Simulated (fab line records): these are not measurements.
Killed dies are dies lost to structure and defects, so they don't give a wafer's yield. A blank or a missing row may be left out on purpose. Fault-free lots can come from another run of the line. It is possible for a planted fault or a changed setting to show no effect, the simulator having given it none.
8D (eight disciplines) problem report, filled in by code ; flow n5_finfet ; the parts of the form that need people (team, actions taken, sign-off) are left out

== 1. PROBLEM STATEMENT ==
Wafers without a fault read 38.15, standard deviation 0.038; exposure_dose_mJ_cm2 at N5_MOL_CONTACT_COAG_EXPOSE_05 reads a mean of 39.68 on 6 wafers belonging to 2 lots. Relative to the usual mean, that is a shift of +40 standard deviations.
The step: exposes mask CA, defocus 0 nm.
First seen on wafer L851.2, day 9 21:31, on euv_scanner-01. Wafers with a number at this step in the record: 31, from 13 lots. The rule behind "out" and "out of limits": a value lying over 4 standard deviations away from the usual mean. Any other wafer with a number is counted as sound.

== 2. WHAT IT IS AND WHAT IT IS NOT ==
question;is;is not
which readings at this step;exposure_dose_mJ_cm2;-
which lots;L851, L852;L831, L833, L834, L836, L837, L838, L839, L840, L842, L843, L848
which wafers of those lots;all that have a number;-
read on which tools;euv_scanner-01;euv_scanner-02
when;from day 9 21:31;up to then (25 sound wafers)

== 3. SUSPECTS, AND WHAT RULES EACH OUT ==
Counting: a tool stays on the suspect list if, at a process step up to the reading, it processed all lots that are out and no sound lot following the first of them.
- euv_scanner-01 at N5_MOL_CONTACT_COAG_EXPOSE_05 (exposes mask CA, defocus 0 nm): kept. Every lot that is out went through it, starting with L851 (day 9 21:31), and after that it ran no sound lot; the last sound lot it ran before then is L848 (day 9 02:30). Its own exposure_dose_mJ_cm2 readings are out on those wafers.
Remaining after the count: euv_scanner-01 at N5_MOL_CONTACT_COAG_EXPOSE_05.

== 4. THE CAUSE (what the simulator had put in) ==
Drift in process parameters on euv_scanner-01 at N5_MOL_CONTACT_COAG_EXPOSE_05, starting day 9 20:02. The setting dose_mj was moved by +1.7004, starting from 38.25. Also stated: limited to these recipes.
The count eliminated every tool but this one.

== 5. THE EFFECT CHAIN, in route order ==
One row per reading whose mean, taken over the struck wafers that have a number, lies over 3 standard deviations from the usual. Readings are gone through only where the record gives a usual standard deviation; hours: the median, over the lots, of the time from a lot's start at the first step in this table giving one to that lot's start at this step; sigmas: the change measured in usual standard deviations.
hours;step;reading;usual;on struck wafers;change;sigmas
0;N5_MOL_CONTACT_COAG_EXPOSE_05;exposure_dose_mJ_cm2;38.15;39.68;+1.53;+40
Here are the process steps it includes:
- N5_MOL_CONTACT_COAG_EXPOSE_05: exposes mask CA, defocus 0 nm.
Later steps that measure or inspect, where all struck wafers having a row at the step show a number for every such reading and not one has moved that far: N5_MOL_CONTACT_COAG_CD_MEAS_08, N5_MOL_CONTACT_COAG_INSPECT_10.

== 6. HOW IT WOULD HAVE BEEN CAUGHT EARLIER ==
In this record the first reading out of limits was taken at day 9 21:31, 1 hour after the fault began at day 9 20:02.
